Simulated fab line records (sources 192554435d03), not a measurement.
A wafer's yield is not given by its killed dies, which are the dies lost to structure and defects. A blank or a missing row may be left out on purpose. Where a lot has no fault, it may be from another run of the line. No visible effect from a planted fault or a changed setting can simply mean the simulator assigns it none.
Chamber matching	flow n5Finfet	N5_BEOL_M3_CO_CAP_55 on cvdCo-01 has 3 sister chambers
The step material Co, precursor CCTBA/H2, target thk 2 nm, time 102.1 s. 6 wafers are shown with their chamber, then 12 later ones without.

WAFERS, EACH WITH ITS CHAMBER
wafer	chamber	heaterPowerOuterW (W)	heaterPowerW (W)
L090.2	1	128	258
L090.3	2	115	225
L090.4	0	103	223
L089.3	0	103	218
L089.4	2	119	219
L089.5	1	126	259

WAFERS WHOSE CHAMBER IS MISSING
wafer	heaterPowerOuterW (W)	heaterPowerW (W)
L094.1	127	251
L094.3	119	219
L094.4	121	220
L095.2	126	249
L095.3	107	222
L095.4	119	230
L096.2	124	253
L096.3	121	220
L096.4	120	217
L097.2	109	222
L097.4	119	224
L097.5	105	219

EACH ONE'S CHAMBER
wafer	from the rows above	in truth
L094.1	1	1
L094.3	2	2
L094.4	2	2
L095.2	1	1
L095.3	0	0
L095.4	2	2
L096.2	1	1
L096.3	2	2
L096.4	2	2
L097.2	can't be placed: 0 or 2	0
L097.4	2	2
L097.5	0	0
Placed correctly: 11 of 12. Not placeable from these rows: 1 (in 1, the candidates include the true chamber). Wrongly placed: 0.
How it was worked out, from the rows above alone: a wafer's distance from a chamber is the root of the sum, over the readings, of the square of ((its reading less the chamber's mean) divided by the reading's scatter). The wafer belongs to the nearest chamber; if the next one is less than 2 further off, it can't be placed. For every chamber, the mean is computed from those of its wafers that are shown. The scatter: the root of (the sum of the squares of (reading less its chamber's mean) over the shown wafers, divided by (wafers less chambers)).
